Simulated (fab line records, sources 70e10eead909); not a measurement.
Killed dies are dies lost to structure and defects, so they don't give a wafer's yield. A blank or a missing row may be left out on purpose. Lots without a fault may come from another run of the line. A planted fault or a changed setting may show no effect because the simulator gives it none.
One fault seen from 2 desks | flow nand_harc | each desk has only its own numbers; what lay behind them comes last

THE TOOL OWNER'S DESK: litho_track-04
The tool's own readings at NHARC_A_M0_SOFTBAKE_04 (time 55 s): means of the sampled wafers that have a number, for each lot that ran on this tool. A lot is out of limits, marked OUT, if its mean lies more than 4 standard deviations from the usual mean; the brackets give that distance.
Columns: A = heater_power_total_W at NHARC_A_M0_SOFTBAKE_04, usual 188.45 W
lot  | first seen here | A
L576 | day 23 20:00    | 188.55
L580 | day 25 18:00    | 188.43
L584 | day 27 16:00    | 188.69
L587 | day 27 19:00    | 188.34
L589 | day 28 23:00    | 175.15 (-95) OUT
L592 | day 29 22:00    | 175.26 (-94) OUT
This desk's finding: out of limits on L589, L592; first on L589, day 28 23:00 (heater_power_total_W at NHARC_A_M0_SOFTBAKE_04). In limits: L576, L580, L584, L587.

THE METROLOGY DESK
What the gauges read, lot by lot, whatever tool the lot ran on: means of the sampled wafers that have a number. A lot is out of limits, marked OUT, if its mean lies more than 4 standard deviations from the usual mean; the brackets give that distance.
Columns: A = cd_nm at NHARC_A_BLC_CD_MEAS_19, usual 99.7 nm
lot  | first seen here | A
L575 | day 23 04:44    | 98.6
L576 | day 23 18:05    | 99.8
L580 | day 25 15:49    | 98.5
L581 | day 25 17:39    | 100.7
L582 | day 26 08:49    | 100.6
L584 | day 27 13:17    | 100.3
L587 | day 27 16:59    | 99.8
L589 | day 28 21:22    | 100.1
L592 | day 29 20:25    | 99.9
L595 | day 31 05:32    | 100.7
L594 | day 31 07:34    | 100.6
L596 | day 31 19:34    | 98.5
L597 | day 31 20:35    | 103.1
This desk's finding: nothing out of limits on any of the 13 lots.

PUT TOGETHER
The tool owner's desk could have raised an alarm at day 28 23:00, on L589, L592.
The metrology desk saw nothing out of limits.
The metrology desk has L589, L592 on record, within its limits.
Of the lots named, all ran NHARC_A_M0_SOFTBAKE_04 on litho_track-04.

WHAT THE SIMULATOR HAD PUT IN
Process parameter drift: litho_track-04, from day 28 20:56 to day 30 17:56, at NHARC_A_M0_SOFTBAKE_04. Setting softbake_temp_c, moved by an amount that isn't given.
Lots struck among those shown: L589, L592.
Hours from the fault's start to each desk's first reading out of limits: the tool owner's desk, 2.
